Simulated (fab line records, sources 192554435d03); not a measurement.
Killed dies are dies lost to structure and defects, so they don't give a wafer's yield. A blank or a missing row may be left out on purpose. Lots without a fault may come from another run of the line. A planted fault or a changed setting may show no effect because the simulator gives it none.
Which tool did it? | flow n5_finfet | 11 lots, 30 wafers sampled, at 4 steps of a route of 1938

WHAT THE GAUGES READ, wafer by wafer
N5_BEOL_M12_THK_MEAS_50: measures by xrf.
lot  | measured     | on            | M12_THK (nm)
L293 | day 12 03:11 | film_metro-01 | 326 327 324
L295 | day 12 04:01 | film_metro-01 | 320 325 317
L296 | day 12 06:10 | film_metro-02 | 322 330 321
L299 | day 13 11:20 | film_metro-01 | 319 329
L300 | day 13 15:08 | film_metro-02 | 320 320
L302 | day 13 22:24 | film_metro-01 | 326 324
L305 | day 14 16:08 | film_metro-01 | 326 324 324
L312 | day 16 13:46 | film_metro-02 | 328 326 319
L311 | day 16 14:05 | film_metro-01 | 319 324 318
L313 | day 16 23:58 | film_metro-02 | 327 321 318
L314 | day 17 10:52 | film_metro-02 | 329 323 326

WHICH TOOL RAN EACH LOT (tool, then ch and the chambers of the sampled wafers, then the start)
lot  | N5_BEOL_M12_STRIP_64                 | N5_BEOL_M12_SPUTTER_44       | N5_BEOL_M12_CMP_49
L293 | plasma_asher-02 ch 0,1, day 11 21:25 | pvd_sputter-02, day 12 02:07 | cmp-01 ch 0,3, day 12 02:55
L295 | plasma_asher-02 ch 0,1, day 11 21:34 | pvd_sputter-03, day 12 03:04 | cmp-01 ch 0,3, day 12 03:44
L296 | plasma_asher-02 ch 0,1, day 12 03:16 | pvd_sputter-02, day 12 05:13 | cmp-04 ch 0,2,3, day 12 05:57
L299 | plasma_asher-01 ch 0,1, day 13 07:16 | pvd_sputter-02, day 13 10:26 | cmp-04 ch 0,3, day 13 11:11
L300 | plasma_asher-01 ch 0,1, day 13 12:05 | pvd_sputter-02, day 13 14:07 | cmp-04 ch 2, day 13 14:50
L302 | plasma_asher-02 ch 0,1, day 13 18:04 | pvd_sputter-02, day 13 21:22 | cmp-04 ch 2, day 13 22:08
L305 | plasma_asher-01 ch 0,1, day 14 12:44 | pvd_sputter-01, day 14 15:12 | cmp-02 ch 0,1,3, day 14 15:55
L312 | plasma_asher-01 ch 0,1, day 16 04:14 | pvd_sputter-03, day 16 12:49 | cmp-02 ch 0,2,3, day 16 13:28
L311 | plasma_asher-01 ch 0,1, day 16 08:07 | pvd_sputter-03, day 16 13:09 | cmp-01 ch 0,1, day 16 13:47
L313 | plasma_asher-01 ch 0,1, day 16 19:25 | pvd_sputter-03, day 16 22:55 | cmp-02 ch 0,1,3, day 16 23:43
L314 | plasma_asher-01 ch 0,1, day 17 05:36 | pvd_sputter-01, day 17 09:53 | cmp-01 ch 0,2,3, day 17 10:39
- N5_BEOL_M12_STRIP_64: strips in N2/H2.
- N5_BEOL_M12_SPUTTER_44: material Ta, target thk 10 nm, time 16.13 s.
- N5_BEOL_M12_CMP_49: polishes, stops on SiOC, t overpolish 20.6 s, target thk 320 nm.

THE ANSWER, worked out from the rows above alone
Rule: what is usual is taken from the lots themselves. Put in order of their means at a reading, lots are off if they are a third of the lots or fewer, leave a main group of 4 or more, and stand apart from it by a gap of 3 or more times the standard deviation of the main group's means; of several such gaps the widest counts. A main group whose means are all the same, to the digits that the tables above print for the reading, isn't used. A lot without any number at a reading at which 4 lots or more have one is off too. The other lots that the step has rows for count as sound.
No lot is off at any reading shown: from this, nothing can be told.

WHAT THE SIMULATOR HAD PUT IN
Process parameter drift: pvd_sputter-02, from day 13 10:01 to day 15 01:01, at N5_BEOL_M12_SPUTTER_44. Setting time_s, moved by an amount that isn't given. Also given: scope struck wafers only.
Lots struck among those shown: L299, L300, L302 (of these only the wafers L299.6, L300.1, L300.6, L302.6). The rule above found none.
